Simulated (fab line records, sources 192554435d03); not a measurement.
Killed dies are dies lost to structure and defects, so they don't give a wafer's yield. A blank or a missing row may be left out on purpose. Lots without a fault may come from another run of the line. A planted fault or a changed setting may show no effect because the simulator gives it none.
Which tool did it? | flow n5_finfet | 10 lots, 28 wafers sampled, at 6 steps of a route of 1938

WHAT THE GAUGES READ, wafer by wafer
N5_BEOL_M0_SAQP_CD_MEAS_14: target cd 42.5 nm. Usual: cd_nm 42.4 nm, standard deviation 0.37.
lot  | measured     | on        | cd_nm (nm)     | flag
L941 | day 7 01:41  | cd_sem-02 | 42.8 42.4 42.5 |
L942 | day 7 02:05  | cd_sem-01 | 42.3 41.9 41.9 |
L943 | day 7 01:55  | cd_sem-02 | 42.5 42.8 43.1 |
L944 | day 7 02:17  | cd_sem-02 | 42.1 42.4      |
L949 | day 7 23:12  | cd_sem-03 | 42.4 42.2 42.5 |
L952 | day 8 18:51  | cd_sem-02 | 42.0 42.5 44.9 |
L953 | day 8 22:08  | cd_sem-01 | 44.7 42.0      |
L960 | day 10 20:49 | cd_sem-01 | 42.4 42.3 42.5 |
L961 | day 11 01:20 | cd_sem-03 | 43.1 42.5 43.4 |
L962 | day 11 06:10 | cd_sem-02 | 42.4 42.5 41.9 |

N5_BEOL_M4_RC_MEAS_101. Usual: DIBL_N 35.6 mV/V, standard deviation 1.7; DIBL_P 35.0 mV/V, standard deviation 2; IOFF_N 0.148 nA/um, standard deviation 0.027; IOFF_P 0.19 nA/um, standard deviation 0.032; ION_N 671 uA/um, standard deviation 14; ION_P 460 uA/um, standard deviation 9.1; SS_N 71.3 mV/dec, standard deviation 0.62; SS_P 73.0 mV/dec, standard deviation 0.64; VT_N 251 mV, standard deviation 3.2; VT_P -251.5 mV, standard deviation 2.9.
lot  | measured     | on        | DIBL_N (mV/V)  | DIBL_P (mV/V)  | IOFF_N (nA/um)    | IOFF_P (nA/um) | ION_N (uA/um) | ION_P (uA/um) | SS_N (mV/dec)  | SS_P (mV/dec)  | VT_N (mV)   | VT_P (mV)            | flag
L941 | day 9 13:21  | prober-01 | 33.6 34.8 35.2 | 31.9 34.4 33.7 | 0.105 0.125 0.122 | 0.15 0.18 0.17 | 636 660 650   | 438 452 452   | 70.7 70.5 70.6 | 72.2 73.2 72.0 | 258 251 254 | -257.1 -251.7 -253.8 |
L942 | day 9 15:12  | prober-01 | 38.2 38.3 37.6 | 38.9 39.4 38.2 | 0.168 0.180 0.164 | 0.20 0.22 0.20 | 692 685 687   | 473 466 465   | 72.1 71.9 71.9 | 73.6 73.4 73.0 | 250 248 249 | -252.7 -253.7 -252.6 |
L943 | day 11 04:55 | prober-01 | 33.9 31.4 32.5 | 34.3 32.1 33.4 | 0.132 0.109 0.121 | 0.17 0.15 0.16 | 655 667 668   | 446 453 458   | 70.6 70.2 70.2 | 72.2 71.5 72.0 | 255 253 252 | -254.2 -253.2 -253.3 |
L944 | day 9 14:41  | prober-02 | 35.8 36.6      | 35.7 36.2      | 0.130 0.139       | 0.19 0.19      | 668 668       | 468 458       | 71.9 72.6      | 73.4 73.5      | 254 254     | -254.1 -254.3        |
L949 | day 11 09:05 | prober-01 | 34.4 31.1 35.0 | 36.7 31.3 36.3 | 0.149 0.094 0.163 | 0.25 0.16 0.24 | 679 650 687   | 471 460 472   | 71.1 71.0 71.4 | 74.1 71.8 73.4 | 249 257 248 | -246.7 -249.5 -247.2 |
L952 | day 12 11:49 | prober-01 | 34.1 36.7 35.3 | 32.5 35.3 33.7 | 0.126 0.179 0.135 | 0.17 0.22 0.19 | 673 701 669   | 468 476 463   | 70.2 70.7 70.7 | 72.2 73.4 72.8 | 252 244 251 | -252.6 -248.5 -252.8 |
L953 | day 12 13:04 | prober-02 | 38.8 38.5      | 36.7 36.0      | 0.158 0.165       | 0.19 0.19      | 668 660       | 450 447       | 70.9 72.1      | 74.1 73.2      | 253 252     | -254.5 -252.7        |
L960 | day 13 20:51 | prober-02 | 34.3 36.1 33.4 | 32.5 34.7 31.5 | 0.125 0.166 0.114 | 0.17 0.21 0.16 | 661 677 662   | 453 458 460   | 71.1 71.4 70.9 | 72.1 72.9 71.8 | 250 245 254 | -253.9 -248.5 -254.1 |
L961 | day 14 10:01 | prober-01 | 37.0 36.2 34.6 | 37.4 35.8 33.7 | 0.156 0.144 0.120 | 0.22 0.18 0.16 | 677 680 668   | 472 464 462   | 71.3 71.2 69.9 | 73.3 72.3 72.6 | 250 251 254 | -251.2 -253.6 -252.9 |
L962 | day 14 09:56 | prober-02 | 37.7 35.9 36.3 | 37.6 35.5 36.0 | 0.200 0.155 0.166 | 0.22 0.19 0.20 | 701 679 681   | 468 458 456   | 71.8 71.2 71.3 | 74.1 73.3 73.6 | 246 249 245 | -253.1 -251.3 -250.3 |

WHICH TOOL RAN EACH LOT (tool, then ch and the chambers of the sampled wafers, then the start)
lot  | N5_MOL_CONTACT_COAG_STRIP_49         | N5_BEOL_M0_SAQP_HM_DEP_02    | N5_BEOL_M0_SAQP_PEB_12            | N5_BEOL_M0_SAQP_HM_OPEN_112
L941 | plasma_asher-01 ch 0,1, day 5 19:29  | pvd_sputter-01, day 7 00:46  | litho_track-01 ch 0, day 7 01:38  | rie_diel-02 ch 1,2, day 7 02:35
L942 | plasma_asher-02 ch 0,1, day 5 20:19  | pvd_sputter-02, day 7 01:10  | litho_track-04 ch 0, day 7 02:01  | rie_diel-04 ch 0,1, day 7 02:43
L943 | plasma_asher-01 ch 1, day 6 03:33    | pvd_sputter-03, day 7 01:05  | litho_track-01 ch 0, day 7 01:51  | rie_diel-05 ch 0,1,3, day 7 02:36
L944 | plasma_asher-02 ch 1, day 6 10:36    | pvd_sputter-01, day 7 01:17  | litho_track-04 ch 0, day 7 02:13  | rie_diel-02 ch 1,3, day 7 03:03
L949 | plasma_asher-01 ch 0,1, day 7 15:50  | pvd_sputter-03, day 7 22:30  | litho_track-04 ch 0, day 7 23:08  | rie_diel-02 ch 1,3, day 8 00:00
L952 | plasma_asher-01 ch 0,1, day 8 11:49  | pvd_sputter-01, day 8 18:02  | litho_track-04 ch 0, day 8 18:47  | rie_diel-02 ch 0,1, day 8 19:08
L953 | plasma_asher-01 ch 0,1, day 8 16:33  | pvd_sputter-01, day 8 21:27  | litho_track-04 ch 0, day 8 22:04  | rie_diel-02 ch 2, day 8 22:32
L960 | plasma_asher-01 ch 0,1, day 10 14:44 | pvd_sputter-02, day 10 20:08 | litho_track-02 ch 0, day 10 20:45 | rie_diel-02 ch 0,2,3, day 10 21:07
L961 | plasma_asher-02 ch 0,1, day 10 19:52 | pvd_sputter-03, day 11 00:39 | litho_track-02 ch 0, day 11 01:16 | rie_diel-02 ch 0,3, day 11 01:38
L962 | plasma_asher-01 ch 0,1, day 11 00:51 | pvd_sputter-03, day 11 05:20 | litho_track-02 ch 0, day 11 06:05 | rie_diel-04 ch 0,3, day 11 06:26
- N5_MOL_CONTACT_COAG_STRIP_49: strips in N2/H2, time 30 s.
- N5_BEOL_M0_SAQP_HM_DEP_02: deposits TiN, target thk 12 nm.
- N5_BEOL_M0_SAQP_PEB_12: peb time 60 s.
- N5_BEOL_M0_SAQP_HM_OPEN_112: chemistry CHF3/O2, target SiO2, stops on a-Si, target depth 12 nm, time 13.5 s.

WHAT THE TOOLS THEMSELVES READ (means of the sampled wafers that have a number; where no wafer has one, the mark that the record gives instead)
N5_MOL_CONTACT_COAG_STRIP_49. Usual: drypump_motor_current_A 5.6 A, standard deviation 0.54; heater_power_w 337 W, standard deviation 11; temp_c 250.02 C, standard deviation 0.19.
lot  | tool            | drypump_motor_current_A (A) | heater_power_w (W) | temp_c (C) | flag
L941 | plasma_asher-01 | 5.0                         | 330                | 250.13     |
L942 | plasma_asher-02 | 5.9                         | 342                | 249.99     |
L943 | plasma_asher-01 | 4.7                         | 328                | 250.17     |
L944 | plasma_asher-02 | 5.8                         | 338                | 249.70     |
L949 | plasma_asher-01 | 5.0                         | 333                | 249.96     |
L952 | plasma_asher-01 | 5.4                         | 334                | 250.03     |
L953 | plasma_asher-01 | 5.2                         | 334                | 250.25     |
L960 | plasma_asher-01 | 5.3                         | 338                | 250.06     |
L961 | plasma_asher-02 | 6.1                         | 339                | 250.10     |
L962 | plasma_asher-01 | 5.4                         | 338                | 249.94     |

N5_BEOL_M0_SAQP_HM_DEP_02. Usual: throttle_valve_pct 30.2 %, standard deviation 1.3.
lot  | tool           | throttle_valve_pct (%) | flag
L941 | pvd_sputter-01 | 30.2                   |
L942 | pvd_sputter-02 | 30.2                   |
L943 | pvd_sputter-03 | 31.0                   |
L944 | pvd_sputter-01 | 31.0                   |
L949 | pvd_sputter-03 | 30.5                   |
L952 | pvd_sputter-01 | 30.4                   |
L953 | pvd_sputter-01 | 29.7                   |
L960 | pvd_sputter-02 | 30.1                   |
L961 | pvd_sputter-03 | 31.0                   |
L962 | pvd_sputter-03 | 31.4                   |

N5_BEOL_M0_SAQP_HM_OPEN_112. Usual: drypump_motor_current_A 5.66 A, standard deviation 0.29; oes_product_au 0.49 a.u., standard deviation 0.058; rf_vpp_V 528 V, standard deviation 5.2; showerhead_plenum_p_Torr 2.40 Torr, standard deviation 0.082; throttle_valve_pct 18.89 %, standard deviation 0.21.
lot  | tool        | drypump_motor_current_A (A) | oes_product_au (a.u.) | rf_vpp_V (V) | showerhead_plenum_p_Torr (Torr) | throttle_valve_pct (%) | flag
L941 | rie_diel-02 | 5.80                        | 0.44                  | 527          | 2.49                            | 18.87                  |
L942 | rie_diel-04 | 5.76                        | 0.48                  | 532          | 2.44                            | 19.06                  |
L943 | rie_diel-05 | 5.57                        | 0.50                  | 528          | 2.38                            | 18.87                  |
L944 | rie_diel-02 | 5.66                        | 0.45                  | 526          | 2.43                            | 19.02                  |
L949 | rie_diel-02 | 5.72                        | 0.44                  | 524          | 2.44                            | 18.97                  |
L952 | rie_diel-02 | 5.66                        | 0.45                  | 525          | 2.41                            | 18.86                  |
L953 | rie_diel-02 | 5.67                        | 0.44                  | 528          | 2.48                            | 18.94                  |
L960 | rie_diel-02 | 5.48                        | 0.57                  | 528          | 2.37                            | 18.73                  |
L961 | rie_diel-02 | 5.38                        | 0.51                  | 528          | 2.31                            | 18.85                  |
L962 | rie_diel-04 | 5.57                        | 0.46                  | 532          | 2.31                            | 19.19                  |

THE ANSWER, worked out from the rows above alone
Rule: a lot is off if the mean of its wafers that have a number lies more than 3 standard deviations from the usual mean. A lot without any number at a reading at which 4 lots or more have one is off too. The other lots that the step has rows for count as sound. The gauges are gone through in route order, then the tools' own readings, and for those a lot's mean is taken as printed above. The first step at which some lot is off is used, and at that step the reading that is off furthest; a lot without a number counts as furthest.
No lot is off at any reading shown: from this, nothing can be told.

WHAT THE SIMULATOR HAD PUT IN
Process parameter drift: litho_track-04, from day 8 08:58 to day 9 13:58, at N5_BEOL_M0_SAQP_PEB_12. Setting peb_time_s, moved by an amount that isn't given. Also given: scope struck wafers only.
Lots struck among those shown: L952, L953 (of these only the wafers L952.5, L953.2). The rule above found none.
